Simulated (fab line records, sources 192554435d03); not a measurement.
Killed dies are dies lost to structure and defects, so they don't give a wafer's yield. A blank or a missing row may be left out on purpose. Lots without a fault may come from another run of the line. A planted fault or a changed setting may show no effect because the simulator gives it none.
Split-lot experiment | flow n5_finfet | 7 lots, 39 wafers read, on a route of 1938 steps

THE SPLIT
At N5_PASSIVATION_ETCH_54 (etches SiO2 in CHF3/O2, target depth 880 nm, time 440 s), the setting time_s was moved away from the recipe's 440 s on 18 of the 39 wafers read, by -34.2% to +53.9%. The other wafers ran this setting at the recipe's value.

The reading is taken at the split's own step.

THE READING
PASSIVATION.feature_depth_nm (the simulator's own value, which no gauge read), in nm, at N5_PASSIVATION_ETCH_54 (etches SiO2 in CHF3/O2, target depth 880 nm, time 440 s). The file gives no usual value for it. The 21 wafers here that ran the recipe average 874.8 nm, standard deviation 19 nm.

wafer  | tool, chamber at the split | time_s as run, s | against the recipe | PASSIVATION.feature_depth_nm, nm | against lot-mates on the recipe
L079.2 | rie_diel-06, 0             | 440              | recipe             | 851.4                            | -
L079.4 | rie_diel-06, 0             | 440              | recipe             | 847.2                            | -
L079.6 | rie_diel-06, 3             | 440              | recipe             | 881.8                            | -
L082.1 | rie_diel-01, 2             | 440              | recipe             | 896.6                            | -
L082.2 | rie_diel-01, 3             | 289.7            | -34.2%             | 586.6                            | -296.7
L082.3 | rie_diel-01, 0             | 440              | recipe             | 857.6                            | -
L082.4 | rie_diel-01, 3             | 289.7            | -34.2%             | 583.6                            | -299.7
L082.5 | rie_diel-01, 2             | 440              | recipe             | 895.8                            | -
L082.6 | rie_diel-01, 0             | 289.7            | -34.2%             | 568                              | -315.3
L084.1 | rie_diel-06, 2             | 316.2            | -28.1%             | 635.2                            | -219.1
L084.2 | rie_diel-06, 3             | 316.2            | -28.1%             | 619.6                            | -234.7
L084.3 | rie_diel-06, 0             | 440              | recipe             | 838.2                            | -
L084.4 | rie_diel-06, 1             | 440              | recipe             | 887                              | -
L084.5 | rie_diel-06, 0             | 440              | recipe             | 837.6                            | -
L084.6 | rie_diel-06, 3             | 316.2            | -28.1%             | 621.6                            | -232.7
L089.1 | rie_diel-05, 0             | 677.3            | +53.9%             | 1329                             | +442.5
L089.2 | rie_diel-05, 2             | 677.3            | +53.9%             | 1357                             | +470.5
L089.3 | rie_diel-05, 1             | 440              | recipe             | 898.2                            | -
L089.4 | rie_diel-05, 3             | 440              | recipe             | 876                              | -
L089.5 | rie_diel-05, 3             | 440              | recipe             | 885.2                            | -
L089.6 | rie_diel-05, 0             | 677.3            | +53.9%             | 1334                             | +447.5
L090.1 | rie_diel-05, 2             | 615.1            | +39.8%             | 1227                             | +348.3
L090.2 | rie_diel-05, 1             | 440              | recipe             | 899.6                            | -
L090.3 | rie_diel-05, 0             | 440              | recipe             | 857.6                            | -
L090.4 | rie_diel-05, 0             | 615.1            | +39.8%             | 1208                             | +329.3
L090.5 | rie_diel-05, 2             | 440              | recipe             | 879                              | -
L090.6 | rie_diel-05, 1             | 615.1            | +39.8%             | 1251                             | +372.3
L096.1 | rie_diel-05, 0             | 440              | recipe             | 866.2                            | -
L096.2 | rie_diel-05, 3             | 440              | recipe             | 879.6                            | -
L096.3 | rie_diel-05, 2             | 523.4            | +19.0%             | 1042                             | +166.6
L096.4 | rie_diel-05, 1             | 523.4            | +19.0%             | 1068                             | +192.6
L096.5 | rie_diel-05, 0             | 523.4            | +19.0%             | 1029                             | +153.6
L096.6 | rie_diel-05, 3             | 440              | recipe             | 880.4                            | -
L097.1 | rie_diel-01, 3             | 440              | recipe             | 896.2                            | -
L097.2 | rie_diel-01, 2             | 666              | +51.4%             | 1359                             | +473.9
L097.3 | rie_diel-01, 1             | 666              | +51.4%             | 1332                             | +446.9
L097.4 | rie_diel-01, 0             | 440              | recipe             | 869.6                            | -
L097.5 | rie_diel-01, 3             | 440              | recipe             | 889.4                            | -
L097.6 | rie_diel-01, 2             | 666              | +51.4%             | 1358                             | +472.9

THE FIT
A straight line over all 39 wafers: PASSIVATION.feature_depth_nm changes by +8.87 nm for each +1% of time_s; r = +1.00; the points scatter about the line by 18 nm.
The same after taking each lot's own level away (the mean of its wafers on the recipe; 39 wafers): +8.69 nm for each +1%; r = +1.00; scatter 17 nm.
On that fit, the largest move of time_s shifts the reading by 4.7e+02 nm.
The lots' own levels span 854.27 to 886.47 nm, that is 1.7 times the standard deviation above.
So the lot-to-lot level changes the slope little: the two slopes agree.
Check: with one of the wafers moved furthest among these (+53.9%) left out of the fit, the line predicts +474 nm for it against its lot-mates. It came out at +443 nm against them.

OTHER SPLITS ON THESE WAFERS
These wafers also went through other splits before the reading. Each is held against what the fit with the lots' levels taken away leaves over:
other split on the same wafers             | wafers away from the commonest value | r with PASSIVATION.feature_depth_nm (lot level and that fit taken away)
N5_BEOL_M0_SAQP_CUT_ETCH_46 target_depth_a | 9                                    | +0.25
N5_BEOL_M3_VIA_ETCH_34 time_s              | 12                                   | -0.19
N5_BEOL_M5_DEP_56 target_thk_a             | 12                                   | -0.16
N5_BEOL_M11_VIA_ETCH_34 time_s             | 12                                   | +0.14
N5_BEOL_M14_ILD_DEP_00 time_s              | 18                                   | -0.01
N5_MIM_TOP_ETCH_ETCH_00 target_depth_a     | 18                                   | -0.15

THE WHOLE CHAIN: every reading that the file lists as answering this split, in the file's order
step                   | what it does                                            | reading                                                                       | change (the file's fit)              | r (the file's)
N5_PASSIVATION_ETCH_54 | etches SiO2 in CHF3/O2, target depth 880 nm, time 440 s | etch.depth_nm (the simulator's own value, which no gauge read)                | +8.71 nm for each +1% of the setting | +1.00
N5_PASSIVATION_ETCH_54 | etches SiO2 in CHF3/O2, target depth 880 nm, time 440 s | PASSIVATION.feature_depth_nm (the simulator's own value, which no gauge read) | +8.71 nm for each +1% of the setting | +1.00

THE FILE'S OWN FIT
PASSIVATION.feature_depth_nm changes by +8.71 nm for each +1% of time_s, r = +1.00.
